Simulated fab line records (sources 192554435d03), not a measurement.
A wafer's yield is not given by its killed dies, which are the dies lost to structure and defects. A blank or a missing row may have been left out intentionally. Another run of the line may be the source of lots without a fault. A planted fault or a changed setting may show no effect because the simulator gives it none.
Problem report in the 8D (eight disciplines) form, filled by code :: flow n5-finfet :: the parts of the form that need people (team, actions taken, sign-off) are left out

1. WHAT WENT WRONG
At N5_BEOL_M10_INSPECT_30, raw-defect-count averages 834 over 2 wafers from 2 lots, while fault-free wafers read 417, standard deviation 97. Measured from the usual mean, that is +4.3 standard deviations.
The step: inspects for defects (brightfield).
First seen on wafer L840.6, day 14 00:25, on defect-inspect-01. At this step, 30 wafers from 10 lots have a number in the record. The rule behind "out" and "out of limits": a value lying over 4 standard deviations away from the usual mean. The other wafers with a number count as sound.

2. WHAT IT IS, AND WHAT IT ISN'T
question: which readings at this step
is: raw-defect-count
is not: -

question: which lots
is: L840, L842
is not: L830, L836, L838, L839, L841, L847, L852, L853

question: which wafers of those lots
is: L840.6, L842.3
is not: L840.2, L840.4, L842.1, L842.4

question: read on which gauges
is: defect-inspect-01, defect-inspect-02
is not: -

question: when
is: from day 14 00:25
is not: up to then (14 sound wafers); but 14 sound wafers of L841, L842, L847, L852, L853 came after

3. SUSPECTS, AND WHAT RULES EACH OUT
Counting: a tool at a process step up to the reading stays a suspect if it ran every lot that is out. Sound lots after the first of them don't rule it out here, since some wafers of a struck lot are sound.
- the gauge at N5_BEOL_M10_INSPECT_30 is ruled out. 2 gauges (defect-inspect-01, defect-inspect-02) read the wafers that are out.
- uv-cure-02 at N5_BEOL_M10_CURE_71 (cures SiCOH lowk, time 240 s): kept. It ran every lot that is out, first L840 (day 13 21:55).
- rie-diel-05 at N5_BEOL_M10_STRIP_67 (strips in CF4): kept. It processed each lot that is out (first: L840, day 13 23:40); up to then, its last sound lot is L839 (day 13 18:16).
- rie-metal-01 at N5_BEOL_M10_HM_OPEN_17 (chemistry Cl2/BCl3, target TiN, target depth 20 nm, overetch 6 nm): kept. It processed each lot that is out (first: L840, day 13 23:43); up to then, its last sound lot is L838 (day 13 14:11).
- rie-diel-05 at N5_BEOL_M10_STRIP_19 (strips in O2): kept. It processed each lot that is out (first: L840, day 13 23:53); up to then, its last sound lot is L839 (day 13 18:33).
- At N5_BEOL_M10_STRIP_19, inside rie-diel-05: chamber 2 took the wafers that are out, while their sound lot-mates went through chambers 0, 3.
Left after counting: uv-cure-02 at N5_BEOL_M10_CURE_71, rie-diel-05 at N5_BEOL_M10_STRIP_67, rie-metal-01 at N5_BEOL_M10_HM_OPEN_17, rie-diel-05 at N5_BEOL_M10_STRIP_19.

4. THE CAUSE (what the simulator had put in)
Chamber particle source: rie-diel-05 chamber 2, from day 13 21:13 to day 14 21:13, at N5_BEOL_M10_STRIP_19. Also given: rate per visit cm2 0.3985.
4 suspects survive the count, and this tool is in that group.

5. SEQUENCE OF EFFECTS, ordered by route
Each row: a reading where the mean over the struck wafers with a number is more than 3 standard deviations away from the usual. Only readings whose record carries a usual standard deviation are examined. hours: median over the lots of the time between each lot's start at the first step of this table that gives one and its start at this step. sigmas: the change, counted in usual standard deviations.
hours: 0
step: N5_BEOL_M10_INSPECT_30
reading: raw-defect-count
usual: 417
on struck wafers: 834
change: +417
sigmas: +4.3

hours: 52
step: N5_PASSIVATION_PROBE_49
reading: defect-limited-yield
usual: 91.5 %
on struck wafers: 83.5
change: -8.0
sigmas: -6.2

hours: 52
step: N5_PASSIVATION_PROBE_49
reading: killed_at_M4_up
usual: 13
on struck wafers: 102
change: +90
sigmas: +22

hours: 52
step: N5_PASSIVATION_PROBE_49
reading: killed-dies
usual: 100
on struck wafers: 194
change: +94
sigmas: +6.3

hours: 52
step: N5_PASSIVATION_PROBE_49
reading: sort_bin_5_function
usual: 5.0 %
on struck wafers: 10.3
change: +5.3
sigmas: +6.0

hours: 52
step: N5_PASSIVATION_PROBE_49
reading: sort-n-pass
usual: 1080
on struck wafers: 986
change: -94
sigmas: -6.3

hours: 52
step: N5_PASSIVATION_PROBE_49
reading: sort-yield-pct
usual: 91.5 %
on struck wafers: 83.5
change: -8.0
sigmas: -6.2
It contains these process steps:
- N5_PASSIVATION_PROBE_49

6. WHAT WOULD HAVE CAUGHT IT SOONER
3 hours passed between the start of the fault at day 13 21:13 and the first reading out of limits at a measuring or inspecting step in this record, taken at day 14 00:25.
No tool reading at N5_BEOL_M10_STRIP_19 that has a usual standard deviation in the record was out on any struck wafer, so an alarm limit of 4 standard deviations on those readings would not have fired.
Among the 2 lots that are out, L842 began N5_BEOL_M10_STRIP_19 on rie-diel-05 after day 14 00:25. It would have been spared by a hold on the tool at that moment.
